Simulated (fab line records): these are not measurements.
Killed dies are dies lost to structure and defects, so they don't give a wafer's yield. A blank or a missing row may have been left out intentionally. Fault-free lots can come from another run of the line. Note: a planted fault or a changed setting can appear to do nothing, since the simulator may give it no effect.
Chamber matching | flow n5_finfet | N5_BEOL_M7_CMP_52 on cmp-01: 4 sister chambers
The step polishes, stops on SiCOH lowk, t overpolish 6.9 s, target thk 80 nm. 4 wafers are shown with their chamber, then 8 later ones without.

## WAFERS, EACH WITH ITS CHAMBER
wafer  | chamber | motor_current_A (A)
L091.1 | 0       | 5.2
L091.2 | 2       | 6.1
L091.3 | 3       | 5.5
L092.4 | 1       | 5.8

## WAFERS MISSING THEIR CHAMBER
wafer  | motor_current_A (A)
L092.5 | 6.3
L092.6 | 5.6
L093.1 | 6.2
L093.2 | 5.4
L093.4 | 5.7
L094.2 | 5.3
L094.5 | 5.3
L094.6 | 6.2

## WHICH CHAMBER EACH WENT THROUGH
wafer  | from the rows above     | in truth
L092.5 | 2                       | 2
L092.6 | can't be placed: 3 or 1 | 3
L093.1 | 2                       | 2
L093.2 | can't be placed: 3 or 0 | 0
L093.4 | can't be placed: 1 or 3 | 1
L094.2 | can't be placed: 0 or 3 | 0
L094.5 | can't be placed: 0 or 3 | 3
L094.6 | 2                       | 2
3 of 8 placed correctly. From these rows, 5 cannot be placed; in 5 the true chamber is one of the candidates. 0 placed wrongly.
How it was worked out, from the rows above alone: a wafer's distance from a chamber is the root of the sum, over the readings, of the square of ((its reading less the chamber's mean) divided by the reading's scatter). The wafer belongs to the nearest chamber; if the next one is less than 2 further off, it can't be placed. The mean given for a chamber averages the wafers shown for that chamber. The scatter: root of mean squared gap, hidden wafer to nearest shown wafer, with one shown wafer a chamber.
